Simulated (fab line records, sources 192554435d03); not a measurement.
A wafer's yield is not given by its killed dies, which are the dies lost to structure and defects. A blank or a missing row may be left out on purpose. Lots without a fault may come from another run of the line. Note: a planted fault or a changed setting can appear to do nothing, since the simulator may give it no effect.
The tool behind it: which one? ; flow n5-finfet ; Sampling: 24 lots, 72 wafers, 2 of 1938 route steps

WHAT THE GAUGES READ, wafer by wafer
N5_BEOL_M11_INSPECT_58: inspects for defects (darkfield). Usual: raw-defect-count reads 69 (standard deviation 27).
lot;measured;on;raw-defect-count;flag
L074;day 10 15:47;defect-inspect-01;39 37 45;
L075;day 11 03:59;defect-inspect-02;67 56 60;
L076;day 11 07:12;defect-inspect-02;37 77 53;
L077;day 11 09:47;defect-inspect-02;91 78 54;
L078;day 11 17:05;defect-inspect-01;78 62 71;
L079;day 12 05:00;defect-inspect-01;71 77 36;
L084;day 12 11:10;defect-inspect-02;58 58 61;
L080;day 12 11:53;defect-inspect-01;51 73 32;
L081;day 12 14:22;defect-inspect-01;53 36 70;
L082;day 12 19:28;defect-inspect-01;75 75 96;
L083;day 13 05:45;defect-inspect-01;49 53 82;
L086;day 13 14:38;defect-inspect-02;44 49 48;
L085;day 13 17:08;defect-inspect-01;33 72 59;
L088;day 14 07:35;defect-inspect-02;84 68 89;
L087;day 14 08:59;defect-inspect-02;110 132 121;
L089;day 14 11:22;defect-inspect-02;74 64 67;
L090;day 14 14:53;defect-inspect-02;30 27 53;
L092;day 14 22:59;defect-inspect-02;69 45 74;
L095;day 15 07:37;defect-inspect-01;119 73 68;
L093;day 15 11:20;defect-inspect-01;62 63 60;
L094;day 15 17:46;defect-inspect-02;114 123 145;
L096;day 16 05:17;defect-inspect-01;86 46 85;
L097;day 16 09:23;defect-inspect-02;62 56 53;
L091;day 16 23:23;defect-inspect-02;67 68 60;

WHICH TOOL RAN EACH LOT (tool, then ch and the chambers of the sampled wafers, then the start)
lot;N5_BEOL_M11_SPUTTER_48
L074;pvd-sputter-03, day 10 14:24
L075;pvd-sputter-03, day 11 03:01
L076;pvd-sputter-01, day 11 06:14
L077;pvd-sputter-02, day 11 08:40
L078;pvd-sputter-01, day 11 16:01
L079;pvd-sputter-01, day 12 04:02
L084;pvd-sputter-02, day 12 10:12
L080;pvd-sputter-01, day 12 10:41
L081;pvd-sputter-02, day 12 13:13
L082;pvd-sputter-03, day 12 18:25
L083;pvd-sputter-01, day 13 04:07
L086;pvd-sputter-03, day 13 13:40
L085;pvd-sputter-03, day 13 15:59
L088;pvd-sputter-01, day 14 06:02
L087;pvd-sputter-03, day 14 07:50
L089;pvd-sputter-03, day 14 10:05
L090;pvd-sputter-01, day 14 13:55
L092;pvd-sputter-02, day 14 21:37
L095;pvd-sputter-03, day 15 06:37
L093;pvd-sputter-01, day 15 09:56
L094;pvd-sputter-01, day 15 16:48
L096;pvd-sputter-01, day 16 03:08
L097;pvd-sputter-03, day 16 08:06
L091;pvd-sputter-01, day 16 21:51
- N5_BEOL_M11_SPUTTER_48: material Cu, target thk 12 nm, time 2 s.

AS READ BY THE TOOLS THEMSELVES (means over the sampled wafers that have a number; for cases with no such wafer, the mark the record gives instead)
N5_BEOL_M11_SPUTTER_48. Usual: cathode-dc-power-W 25999 W, standard deviation 4.8; throttle-valve-pct 30.3 %, standard deviation 1.1.
lot;tool;cathode-dc-power-W (W);throttle-valve-pct (%);flag
L074;pvd-sputter-03;26003;30.4;
L075;pvd-sputter-03;26000;30.8;
L076;pvd-sputter-01;25999;29.8;
L077;pvd-sputter-02;25999;29.1;
L078;pvd-sputter-01;26004;30.0;
L079;pvd-sputter-01;25998;29.8;
L084;pvd-sputter-02;26000;29.9;
L080;pvd-sputter-01;26000;29.9;
L081;pvd-sputter-02;26001;29.6;
L082;pvd-sputter-03;26000;30.6;
L083;pvd-sputter-01;25999;29.8;
L086;pvd-sputter-03;25998;29.7;
L085;pvd-sputter-03;26000;30.1;
L088;pvd-sputter-01;26001;29.8;
L087;pvd-sputter-03;25996;30.6;
L089;pvd-sputter-03;25999;31.1;
L090;pvd-sputter-01;25999;30.2;
L092;pvd-sputter-02;25999;30.6;
L095;pvd-sputter-03;25998;31.2;
L093;pvd-sputter-01;26002;29.9;
L094;pvd-sputter-01;25997;29.9;
L096;pvd-sputter-01;26001;29.9;
L097;pvd-sputter-03;25993;31.3;
L091;pvd-sputter-01;25998;30.2;

THE ANSWER, worked out from the rows above alone
Rule: lot off if the mean of its wafers having a number is beyond 3 standard deviations from the usual mean. A lot without any number at a reading at which 4 lots or more have one is off too. All remaining lots with rows at the step are treated as sound. After the gauges, taken in route order, come the tools' own readings; for these a lot's mean is taken, as printed above. At the first step where some lot is off, the reading lying furthest off is the one used; lots without a number count as furthest.
Nothing can be told from this: no lot is off at any reading shown.

WHAT WAS PUT IN BY THE SIMULATOR
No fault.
